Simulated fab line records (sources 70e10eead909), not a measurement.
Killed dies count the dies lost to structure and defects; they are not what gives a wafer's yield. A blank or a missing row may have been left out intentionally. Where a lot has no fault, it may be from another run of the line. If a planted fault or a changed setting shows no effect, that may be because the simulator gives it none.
Matching of chambers :: flow nandHarc :: rieDiel-04 running NHARC_A_CONTACT_DESCUM_47: 4 sister chambers
The step chemistry O2, time 3 s. 4 wafers are shown with their chamber, then 8 later ones without.

== WAFERS PAIRED WITH THEIR CHAMBERS ==
wafer: L084.1
chamber: 0
drypumpMotorCurrentA (A): 5.6

wafer: L084.2
chamber: 3
drypumpMotorCurrentA (A): 5.2

wafer: L084.3
chamber: 2
drypumpMotorCurrentA (A): 5.8

wafer: L084.4
chamber: 1
drypumpMotorCurrentA (A): 4.9

== WAFERS WHOSE CHAMBER IS MISSING ==
wafer: L084.5
drypumpMotorCurrentA (A): 4.9

wafer: L084.6
drypumpMotorCurrentA (A): 5.9

wafer: L090.1
drypumpMotorCurrentA (A): 4.9

wafer: L090.3
drypumpMotorCurrentA (A): 5.9

wafer: L090.6
drypumpMotorCurrentA (A): 5.6

wafer: L097.1
drypumpMotorCurrentA (A): 4.9

wafer: L097.4
drypumpMotorCurrentA (A): 5.3

wafer: L097.6
drypumpMotorCurrentA (A): 5.8

== CHAMBER TAKEN BY EACH ==
wafer: L084.5
from the rows above: 1
in truth: 1

wafer: L084.6
from the rows above: 2
in truth: 2

wafer: L090.1
from the rows above: 1
in truth: 1

wafer: L090.3
from the rows above: 2
in truth: 2

wafer: L090.6
from the rows above: 0
in truth: 0

wafer: L097.1
from the rows above: 1
in truth: 1

wafer: L097.4
from the rows above: 3
in truth: 3

wafer: L097.6
from the rows above: 2
in truth: 2
Correctly placed: 8 of 8. From these rows, 0 cannot be placed. Wrongly placed: 0.
How it was worked out, from the rows above alone: a wafer's distance from a chamber is the root of the sum, over the readings, of the square of ((its reading less the chamber's mean) divided by the reading's scatter). If the next closest chamber is less than 2 further off than the closest, the wafer can't be placed; otherwise it belongs to the closest. For every chamber, the mean is computed from those of its wafers that are shown. The scatter (one wafer shown for each chamber): square how far every hidden wafer sits from the nearest shown wafer, average those squares and take the square root.
